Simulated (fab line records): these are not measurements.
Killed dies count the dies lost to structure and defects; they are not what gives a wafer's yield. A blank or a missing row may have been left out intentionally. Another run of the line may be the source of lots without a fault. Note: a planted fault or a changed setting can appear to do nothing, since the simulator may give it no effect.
Lot-split experiment -- flow n5 finfet -- route with 1938 steps; 7 lots, 39 wafers read

## THE SPLIT
At N5_SDB_ALD_29 (deposits SiNx, target thk 30 nm, pulse time 1 s, ald cycles 600), the setting ald cycles was moved away from the recipe's 600 on 12 of the 39 wafers read, by -20.0% to +43.8%. For the rest of the wafers, this setting stayed at what the recipe calls for.

The reading is taken at the split's own step.

## THE READING
SiNx_of_SDB_ALD_29.thk nm (the simulator's own value, which no gauge read), in nm, at N5_SDB_ALD_29 (deposits SiNx, target thk 30 nm, pulse time 1 s, ald cycles 600). The file does not state a usual value for it. The 27 wafers here that ran the recipe average 30.0 nm, standard deviation 0.14 nm.

wafer,"tool, chamber at the split",ald cycles as run,against the recipe,"SiNx_of_SDB_ALD_29.thk nm, nm",against lot-mates on the recipe
L082.1,"ald sin-04, 0",600,recipe,29.8,-
L082.2,"ald sin-04, 2,1",600,recipe,30.2,-
L082.6,"ald sin-04, 2,1",600,recipe,30.2,-
L082.3,"ald sin-04, 1,3,0",600,recipe,30,-
L082.4,"ald sin-04, 1,3,0",600,recipe,30,-
L082.5,"ald sin-04, 1,3,0",600,recipe,30,-
L084.1,"ald sin-03, 3,2,1",863,+43.8%,43.2,+13.3
L084.3,"ald sin-03, 3,2,1",863,+43.8%,43.2,+13.3
L084.4,"ald sin-03, 3,2,1",863,+43.8%,43.2,+13.3
L084.2,"ald sin-03, 1",600,recipe,29.8,-
L084.5,"ald sin-03, 2,3",600,recipe,30,-
L084.6,"ald sin-03, 2,3",600,recipe,30,-
L085.1,"ald sin-03, 2",600,recipe,30.2,-
L085.2,"ald sin-03, 1,2,1",600,recipe,30,-
L085.4,"ald sin-03, 1,2,1",600,recipe,30,-
L085.5,"ald sin-03, 1,2,1",600,recipe,30,-
L085.3,"ald sin-03, 3",600,recipe,29.8,-
L085.6,"ald sin-03, 3",600,recipe,29.8,-
L087.1,"ald sin-02, 3,2,0",600,recipe,30,-
L087.4,"ald sin-02, 3,2,0",600,recipe,30,-
L087.5,"ald sin-02, 3,2,0",600,recipe,30,-
L087.2,"ald sin-02, 0,1",480,-20.0%,24,-6.0
L087.6,"ald sin-02, 0,1",480,-20.0%,24,-6.0
L087.3,"ald sin-02, 1",480,-20.0%,23.8,-6.2
L088.3,"ald sin-04, 0,3",600,recipe,30,-
L088.6,"ald sin-04, 0,3",600,recipe,30,-
L088.5,"ald sin-04, 2",600,recipe,30.2,-
L091.1,"ald sin-02, 0",600,recipe,30,-
L091.2,"ald sin-02, 1,0",600,recipe,29.8,-
L091.5,"ald sin-02, 1,0",600,recipe,29.8,-
L091.3,"ald sin-02, 2,3,1",800,+33.3%,40,+10.1
L091.4,"ald sin-02, 2,3,1",800,+33.3%,40,+10.1
L091.6,"ald sin-02, 2,3,1",800,+33.3%,40,+10.1
L093.1,"ald sin-03, 3,1,1",600,recipe,30.2,-
L093.2,"ald sin-03, 3,1,1",600,recipe,30.2,-
L093.6,"ald sin-03, 3,1,1",600,recipe,30.2,-
L093.3,"ald sin-03, 0,2,0",718,+19.7%,36,+5.8
L093.4,"ald sin-03, 0,2,0",718,+19.7%,36,+5.8
L093.5,"ald sin-03, 0,2,0",718,+19.7%,36,+5.8
When a row names more than one chamber, that row covers several wafers, and the file does not tell which wafer ran in which chamber.

FIT RESULTS
A straight line over all 39 wafers: SiNx_of_SDB_ALD_29.thk nm changes by +0.301 nm for each +1% of ald cycles; r = +1.00; the points scatter about the line by 0.12 nm.
The same after taking each lot's own level away (the mean of its wafers on the recipe; 39 wafers): +0.303 nm for each +1%; r = +1.00; scatter 0.1 nm.
That fit puts the effect of the largest move of ald cycles on the reading at 13 nm.
From 29.87 to 30.20 nm: that is the span of the lots' own levels, equal to 2.4 times the standard deviation above.
So the lot-to-lot level changes the slope little: the two slopes agree.
Check: for one of the wafers moved furthest among these (+43.8%), held out of the fit, the line's prediction against its lot-mates is +13.2 nm. Against them it came out at +13.3 nm.

## OTHER SPLITS ON THESE WAFERS
Other splits were also applied to these wafers ahead of the reading. Each is held against what the fit with the lots' levels taken away leaves over:
other split on the same wafers,wafers away from the commonest value,r with SiNx_of_SDB_ALD_29.thk nm (lot level and that fit taken away)
N5_STI_FIN_REVEAL_ALD_00 target thk a,15,+0.08
N5_SD_EPI_P_ETCH_16 target depth a,12,+0.03

## FILE'S OWN FIT
SiNx_of_SDB_ALD_29.thk nm changes by +0.302 nm for each +1% of ald cycles, r = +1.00.
